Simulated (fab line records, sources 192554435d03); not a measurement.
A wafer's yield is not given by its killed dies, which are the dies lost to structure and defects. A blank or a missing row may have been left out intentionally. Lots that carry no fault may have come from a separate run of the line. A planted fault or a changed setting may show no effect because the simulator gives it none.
Chamber matching :: flow n5 finfet :: N5_BEOL_M2_CMP_52 on cmp-02: 4 sister chambers
The step polishes, stops on SiOC, t overpolish 6.8 s, target thk 40 nm. 8 wafers are shown with their chamber, then 8 later ones without.

## WAFERS, EACH WITH ITS CHAMBER
wafer: L079.2
chamber: 1
motor current A (A): 6.1
time to endpoint s (s): 63.0

wafer: L083.1
chamber: 3
motor current A (A): 5.7
time to endpoint s (s): 60.8

wafer: L083.2
chamber: 1
motor current A (A): 6.5
time to endpoint s (s): 64.0

wafer: L083.3
chamber: 0
motor current A (A): 4.9
time to endpoint s (s): 61.1

wafer: L090.1
chamber: 0
motor current A (A): 5.1
time to endpoint s (s): 59.8

wafer: L090.3
chamber: 2
motor current A (A): 5.3
time to endpoint s (s): 61.3

wafer: L090.6
chamber: 3
motor current A (A): 5.5
time to endpoint s (s): 61.4

wafer: L091.1
chamber: 2
motor current A (A): 5.4
time to endpoint s (s): 62.4

## WAFERS WHOSE CHAMBER IS MISSING
wafer: L091.4
motor current A (A): 5.5
time to endpoint s (s): 62.7

wafer: L091.6
motor current A (A): 5.4
time to endpoint s (s): 63.3

wafer: L094.3
motor current A (A): 5.9
time to endpoint s (s): 61.9

wafer: L094.5
motor current A (A): 5.4
time to endpoint s (s): 59.0

wafer: L094.6
motor current A (A): 5.5
time to endpoint s (s): 60.7

wafer: L097.1
motor current A (A): 5.3
time to endpoint s (s): 63.8

wafer: L097.3
motor current A (A): 5.3
time to endpoint s (s): 61.0

wafer: L097.4
motor current A (A): 5.2
time to endpoint s (s): 60.4

## THE CHAMBER EACH PASSED THROUGH
wafer: L091.4
from the rows above: can't be placed: 2 or 3
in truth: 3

wafer: L091.6
from the rows above: can't be placed: 2 or 3
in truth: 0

wafer: L094.3
from the rows above: can't be placed: 3 or 2 or 1
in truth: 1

wafer: L094.5
from the rows above: can't be placed: 0 or 3 or 2
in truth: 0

wafer: L094.6
from the rows above: can't be placed: 3 or 2
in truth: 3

wafer: L097.1
from the rows above: can't be placed: 2 or 3
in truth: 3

wafer: L097.3
from the rows above: can't be placed: 2 or 3 or 0
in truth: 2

wafer: L097.4
from the rows above: can't be placed: 0 or 2 or 3
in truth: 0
0 of 8 placed correctly. From these rows, 8 cannot be placed; in 7 the true chamber is one of the candidates. Number placed wrongly: 0.
How it was worked out, from the rows above alone: a wafer's distance from a chamber is the root of the sum, over the readings, of the square of ((its reading less the chamber's mean) divided by the reading's scatter). If the next closest chamber is less than 2 further off than the closest, the wafer can't be placed; otherwise it belongs to the closest. A chamber's mean is the mean of its shown wafers. The scatter: the root of (the sum of the squares of (reading less its chamber's mean) over the shown wafers, divided by (wafers less chambers)).
